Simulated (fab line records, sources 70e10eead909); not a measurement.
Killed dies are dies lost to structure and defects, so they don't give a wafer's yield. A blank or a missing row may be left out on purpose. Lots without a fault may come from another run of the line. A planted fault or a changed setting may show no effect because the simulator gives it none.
fab line records | flow nand_harc
record lots=13 wafers=39 last_day=26
route steps=1159 shown P_BONDPAD@381 A_ZERO_WELL@411 A_SOURCE_PLATE@415 END@1159
lots that met no fault: from a run of the same line without faults
start_h: hours from the record's first day to the start of the lot's first wafer shown | wait_h: hours since the lot's step before | " the same as in the row above | L1.1+2: a row that stands for several wafers | - no value, or no start given | * or withheld: withheld | < > ~ a bound
route shown NAME@n: a module of which the file shows steps, and the number in the route of the first | usual: mean/standard deviation of fault-free wafers | same: alike in all rows | chamber/n: place in a boat | sites: the reading at each site | _std_site: their standard deviation | _edge_site: outer sites' mean less inner sites' | radius_mm: how far each site lies from the wafer's centre | mask NAME#n: copy n | behind: the tool/chamber that last shaped the wafer | hold: why the lot was held/for how many hours/how that ended | device: the transistor (n, p or np) that didn't switch | end of line: the same wafers' tests at the end of the route | a step without rows: its recipe alone | killed: dies lost to structure and defects at the first sort, not the wafer's yield | map: a wafer's dies, x killed, . not, _ none there
set.NAME: the setting as run; set.NAME@STEP: as run at that earlier step | model.NAME: the simulator's own value behind a step, which no gauge read
steps of the route over a sample of lots; a table a step, a row a wafer
services: from which hour (start_h, from the record's first day; less than 0 if before it) a tool's chamber was out of use, for how many hours, and why
## steps
# step NHARC_P_BONDPAD_THK_MEAS_20
# recipe thk_meas_gauge=xrf
# usual thk_nm=160.9/1.6
# columns lot.wafer tool chamber start_h wait_h thk_nm
L144.3 film_metro-02 - 128.39 - 160.4
L144.4 " - " " 161.4
L144.5 " - " " 161.0
L149.1 film_metro-02 - 163.80 - 160.8
L149.2 " - " " 160.1
L149.6 " - " " 162.1
L147.1 film_metro-01 - 165.29 - 162.4
L147.3 " - " " 161.4
L147.5 " - " " 160.7
L148.2 film_metro-01 - 166.16 - 161.8
L148.5 " - " " 161.5
L148.6 " - " " 161.0
L151.2 film_metro-02 - 177.76 - 159.3
L151.3 " - " " 157.3
L151.4 " - " " 160.1
L150.1 film_metro-02 - 179.35 - 159.8
L150.4 " - " " 161.0
L150.5 " - " " 161.8
L153.2 film_metro-02 - 189.45 - 161.1
L153.4 " - " " 161.3
L153.5 " - " " 159.7
L152.2 film_metro-01 - 189.68 - 161.1
L152.3 " - " " 160.4
L152.6 " - " " 160.2
L154.2 film_metro-02 - 236.68 - 162.2
L154.4 " - " " 159.2
L154.6 " - " " 160.1
L155.3 film_metro-01 - 239.72 - 158.4
L155.4 " - " " 158.8
L155.5 " - " " 159.6
L164.1 film_metro-01 - 253.01 - 161.4
L164.2 " - " " 161.9
L164.3 " - " " 160.0
L165.1 film_metro-02 - 255.33 - 161.6
L165.4 " - " " 159.1
L165.5 " - " " 161.6
L167.2 film_metro-02 - 270.76 - 162.8
L167.3 " - " " 163.5
L167.5 " - " " 161.6
# step NHARC_P_BONDPAD_INSPECT_23
# usual raw_defect_count=333/110
# columns lot.wafer tool chamber start_h wait_h raw_defect_count
L144.3 defect_inspect-02 - 128.59 0.0 290
L144.4 " - " " 345
L144.5 " - " " 274
L149.1 defect_inspect-01 - 164.00 0.0 679
L149.2 " - " " 699
L149.6 " - " " 576
L147.1 defect_inspect-02 - 165.50 0.0 412
L147.3 " - " " 449
L147.5 " - " " 278
L148.2 defect_inspect-01 - 166.38 0.0 354
L148.5 " - " " 302
L148.6 " - " " 233
L151.2 defect_inspect-02 - 177.96 0.0 269
L151.3 " - " " 329
L151.4 " - " " 329
L150.1 defect_inspect-02 - 179.55 0.0 267
L150.4 " - " " 237
L150.5 " - " " 197
L153.2 defect_inspect-02 - 189.66 0.0 417
L153.4 " - " " 630
L153.5 " - " " 290
L152.2 defect_inspect-01 - 189.89 0.0 274
L152.3 " - " " 296
L152.6 " - " " 382
L154.2 defect_inspect-02 - 236.92 0.0 287
L154.4 " - " " 218
L154.6 " - " " 230
L155.3 defect_inspect-01 - 239.95 0.0 342
L155.4 " - " " 432
L155.5 " - " " 431
L164.1 defect_inspect-02 - 253.22 0.0 408
L164.2 " - " " 369
L164.3 " - " " 337
L165.1 defect_inspect-02 - 255.53 0.0 284
L165.4 " - " " 296
L165.5 " - " " 305
L167.2 defect_inspect-02 - 270.98 0.0 321
L167.3 " - " " 197
L167.5 " - " " 259
# step NHARC_A_ZERO_WELL_RTA_16
# recipe temp_c=1000 time_s=10
# usual lamp_power_pct=28.8/0.74 lamp_zone_1_pct=28.8/0.73 wafer_temp_C_max=1004.9/0.99
# columns lot.wafer tool chamber start_h wait_h lamp_power_pct lamp_zone_1_pct wafer_temp_C_max
L144.3 rtp_anneal-02 0 131.23 - 28.2 28.1 1006.4
L144.4 " 0 " " 28.1 28.2 1005.6
L144.5 " 0 " " 28.2 28.2 1005.0
L149.1 rtp_anneal-02 0 166.58 - 28.2 28.1 1008.0
L149.2 " 0 " " 28.2 28.2 1005.0
L149.6 " 0 " " 28.2 28.2 1005.9
L147.1 rtp_anneal-02 0 168.03 - 28.1 28.1 1004.1
L147.3 " 0 " " 28.1 28.1 1005.3
L147.5 " 0 " " 28.1 28.1 1004.6
L148.2 rtp_anneal-02 0 169.05 - 28.1 28.1 1005.8
L148.5 " 0 " " 28.1 28.2 1004.9
L148.6 " 0 " " 28.1 28.2 1003.3
L151.2 rtp_anneal-01 0 180.59 - 29.6 29.6 1004.4
L151.3 " 0 " " 29.6 29.6 1004.0
L151.4 " 0 " " 29.6 29.6 1004.0
L150.1 rtp_anneal-02 0 182.12 - 28.2 28.1 1005.0
L150.4 " 0 " " 28.2 28.1 1006.1
L150.5 " 0 " " 28.2 28.2 1005.6
L153.2 rtp_anneal-01 0 192.30 - 29.6 29.6 1003.3
L153.4 " 0 " " 29.7 29.7 1004.7
L153.5 " 0 " " 29.7 29.6 1005.3
L152.2 rtp_anneal-02 0 192.52 - 28.1 28.2 1002.4
L152.3 " 0 " " 28.2 28.1 1005.3
L152.6 " 0 " " 28.2 28.2 1003.9
L154.2 rtp_anneal-01 0 239.96 0.4 29.6 29.7 1004.5
L154.4 " 0 " " 29.7 29.7 1003.6
L154.6 " 0 " " 29.6 29.7 1004.9
L155.3 rtp_anneal-02 0 242.96 0.4 28.2 28.1 1006.1
L155.4 " 0 " " 28.2 28.2 1004.9
L155.5 " 0 " " 28.1 28.1 1007.0
L164.1 rtp_anneal-02 0 255.79 - 28.2 28.2 1004.0
L164.2 " 0 " " 28.2 28.2 1004.8
L164.3 " 0 " " 28.2 28.2 1005.0
L165.1 rtp_anneal-02 0 258.93 - 28.2 28.2 1003.8
L165.4 " 0 " " 28.2 28.2 1004.2
L165.5 " 0 " " 28.2 28.1 1004.5
L167.2 rtp_anneal-02 0 273.77 - 28.1 28.1 1004.3
L167.3 " 0 " " 28.2 28.2 1006.5
L167.5 " 0 " " 28.1 28.1 1004.1
# step NHARC_A_SOURCE_PLATE_OXIDE_02
# recipe target_thk_a=100 temp_c=900 ox_time_s=1362 material=SiO2
# usual ox_temp_c=900.0/0.34 ox_time_s=1362/0 spike_tc_top_C=911.1/2.1 zone_power_centre_pct=19.6/1.9
# columns lot.wafer tool chamber start_h wait_h ox_temp_c ox_time_s spike_tc_top_C zone_power_centre_pct
L144.3 furnace-04 0 137.46 - 900.7 1362 908.8 16.9
L144.4 " 0 " " 900.6 1362 907.8 16.8
L144.5 " 0 " " 900.4 1362 908.8 17.1
L147.1 furnace-03 0 171.57 - 900.1 1362 911.6 20.9
L147.3 " 0 " " 900.3 1362 909.3 20.8
L147.5 " 0 " " 899.7 1362 913.2 21.0
L148.2 furnace-03 0 171.57 - 900.0 1362 914.0 20.9
L148.5 " 0 " " 899.9 1362 912.5 20.9
L148.6 " 0 " " 900.0 1362 913.6 20.9
L149.1 furnace-03 0 171.57 - 900.2 1362 912.5 20.8
L149.2 " 0 " " 899.8 1362 913.5 20.9
L149.6 " 0 " " 899.8 1362 912.5 21.2
L150.1 furnace-03 0 184.13 - 899.8 1362 913.0 20.8
L150.4 " 0 " " 899.7 1362 911.9 20.9
L150.5 " 0 " " 900.2 1362 913.0 20.6
L151.2 furnace-03 0 184.13 - 900.5 1362 911.3 21.0
L151.3 " 0 " " 900.4 1362 911.7 20.9
L151.4 " 0 " " 899.5 1362 911.9 20.5
L152.2 furnace-03 0 195.83 - 900.3 1362 911.5 21.2
L152.3 " 0 " " 900.5 1362 912.3 21.0
L152.6 " 0 " " 900.5 1362 912.4 21.0
L153.2 furnace-03 - 195.83 - - - - -
L153.4 " - " " - - - -
L153.5 " - " " - - - -
L153.2 furnace-03 0 199.84 0.3 900.2 1362 913.9 20.8
L153.4 " 0 " " 899.5 1362 912.8 20.9
L153.5 " 0 " " 900.0 1362 913.1 20.8
L154.2 furnace-03 0 241.89 - 899.6 1362 911.4 20.8
L154.4 " 0 " " 900.1 1362 910.7 20.9
L154.6 " 0 " " 900.5 1362 913.0 20.9
L154.2 furnace-04 0 246.17 0.6 900.5 1362 909.7 16.8
L154.4 " 0 " " 900.6 1362 908.7 16.9
L154.6 " 0 " " 899.9 1362 909.1 16.8
L155.3 furnace-04 - 246.17 - - - - -
L155.4 " - " " - - - -
L155.5 " - " " - - - -
L155.3 furnace-04 0 250.12 0.3 899.8 1362 907.0 17.0
L155.4 " 0 " " 899.9 1362 908.2 17.0
L155.5 " 0 " " 899.9 1362 907.5 17.0
L164.1 furnace-04 0 259.29 - 899.8 1362 910.3 17.1
L164.2 " 0 " " 900.2 1362 909.9 16.7
L164.3 " 0 " " 899.6 1362 909.6 16.7
L165.1 furnace-03 0 263.01 - 899.2 1362 912.6 21.0
L165.4 " 0 " " 900.7 1362 912.3 21.1
L165.5 " 0 " " 900.4 1362 910.9 20.6
L167.2 furnace-03 0 277.30 - 900.0 1362 913.4 20.8
L167.3 " 0 " " 900.3 1362 913.5 21.1
L167.5 " 0 " " 899.9 1362 910.6 21.1
# step NHARC_A_SOURCE_PLATE_THK_MEAS_09
# recipe thk_meas_gauge=ellipsometry
# usual thk_nm=9.8/0.93
# columns lot.wafer tool chamber start_h wait_h thk_nm
L144.3 film_metro-02 - 141.62 0.4 10.4
L144.4 " - " " 11.4
L144.5 " - " " 9.5
L149.1 film_metro-02 - 175.63 0.4 8.8
L149.2 " - " " 9.8
L149.6 " - " " 11.0
L147.1 film_metro-02 - 175.64 0.4 9.0
L147.3 " - " " 10.1
L147.5 " - " " 9.5
L148.2 film_metro-02 - 175.64 0.4 9.9
L148.5 " - " " 9.3
L148.6 " - " " 10.5
L150.1 film_metro-01 - 188.15 0.4 9.9
L150.4 " - " " 11.4
L150.5 " - " " 8.6
L151.2 film_metro-02 - 188.15 0.4 9.5
L151.3 " - " " 11.0
L151.4 " - " " 8.9
L152.2 film_metro-01 - 199.94 0.4 11.1
L152.3 " - " " 10.4
L152.6 " - " " 9.3
L153.2 film_metro-02 - 204.29 0.7 16.4
L153.4 " - " " 15.5
L153.5 " - " " 15.5
L154.2 film_metro-02 - 250.55 0.7 14.6
L154.4 " - " " 15.5
L154.6 " - " " 14.6
L155.3 film_metro-01 - 254.50 0.7 14.9
L155.4 " - " " 15.4
L155.5 " - " " 16.7
L164.1 film_metro-02 - 263.37 0.4 9.6
L164.2 " - " " 9.4
L164.3 " - " " 9.4
L165.1 film_metro-02 - 267.07 0.4 9.6
L165.4 " - " " 9.8
L165.5 " - " " 10.6
L167.2 film_metro-02 - 281.37 0.4 10.0
L167.3 " - " " 11.0
L167.5 " - " " 11.0
# step NHARC_END_SORT_01
# recipe temp_c=25
# usual killed_at_array=27/12 killed_at_other=0.5/0.9 killed_at_periphery=3.7/2.7 killed_dies=31/12 killed_open=3.3/2 killed_short=2.0/1.4
# same gross_dies=677
# columns lot.wafer tool chamber start_h wait_h killed_at_array killed_at_other killed_at_periphery killed_dies killed_open killed_short
L153.5 prober-01 0 514.50 3.7 12 1 5 18 7 3
L155.5 prober-02 0 566.15 3.7 32 0 3 35 5 2
L165.1 prober-01 0 586.32 2.5 20 0 2 22 2 2
L165.4 prober-01 0 588.73 3.4 17 0 4 21 1 1
L165.5 prober-01 0 589.54 3.7 20 0 3 23 2 2
# killed by level:class
L153.5 A_CONTACT:chamber_film_flake=3 P_M0:geometric_particle:open=2 P_STI:chamber_film_flake=2 P_GATE:geometric_particle:open=1 A_SOURCE_PLATE:geometric_particle:short=1 A_ONON_D1:geometric_particle:open=1 A_CHANNEL_FILL_D1:geometric_particle:short=1 A_STAIRCASE:geometric_particle:open=1
L155.5 A_CHANNEL_HOLE_D1:chamber_film_flake=20 A_CONTACT:chamber_film_flake=4 A_CONTACT:geometric_particle:open=3 P_GATE:chamber_film_flake=2 P_M1:geometric_particle:open=1 A_CHANNEL_HOLE_D1:geometric_particle:open=1 A_CHANNEL_FILL_D1:geometric_particle:short=1 A_CONTACT:geometric_particle:short=1
L165.1 A_CHANNEL_HOLE_D1:chamber_film_flake=6 A_M0:chamber_film_flake=5 A_BONDPAD:chamber_film_flake=3 A_STAIRCASE:chamber_film_flake=3 P_GATE:geometric_particle:short=1 P_CONTACT:geometric_particle:open=1 A_WL_FILL:geometric_particle:open=1 A_M1:geometric_particle:short=1
L165.4 A_CHANNEL_HOLE_D1:chamber_film_flake=6 A_STAIRCASE:chamber_film_flake=4 A_M0:chamber_film_flake=2 A_BONDPAD:chamber_film_flake=2 P_GATE:geometric_particle:open=1 A_M0:geometric_particle:short=1 P_ZERO_WELL:chamber_film_flake=1 P_STI:chamber_film_flake=1
L165.5 A_CHANNEL_HOLE_D1:chamber_film_flake=8 A_STAIRCASE:chamber_film_flake=6 A_CONTACT:chamber_film_flake=2 P_GATE:geometric_particle:short=1 P_CONTACT:geometric_particle:open=1 A_ONON_D1:geometric_particle:short=1 A_M0:geometric_particle:open=1 P_GATE:chamber_film_flake=1
## services
# columns tool chamber start_h hours kind
furnace-04 - 111.05 17.6 repair
## key
first_sign step=NHARC_A_SOURCE_PLATE_OXIDE_02 reading=visit direction=added
effect step=NHARC_A_SOURCE_PLATE_OXIDE_02 reading=tool_record direction=missing
effect step=NHARC_A_SOURCE_PLATE_THK_MEAS_09 reading=thk_nm direction=up sigmas=6.1 usual=9.8 struck=15.5
met_at NHARC_A_SOURCE_PLATE_OXIDE_02
struck_lots L153,L154,L155
tester_left_out L153,L154,L155
not_acting_at NHARC_P_BONDPAD_THK_MEAS_20,NHARC_P_BONDPAD_INSPECT_23,NHARC_A_ZERO_WELL_RTA_16
fault kind=repeated_step_whole tool=furnace-03,furnace-04 chamber=- onset_h=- steps=NHARC_A_SOURCE_PLATE_OXIDE_02 times=1 scope=struck_lots_only
# tester_left_out: of these lots the tester's yield and bins aren't shown, on N5 and GAA mostly nor the transistor test; their killed dies are dies lost to structure and defects alone, not to doping, threshold or leakage, so they don't give the yield
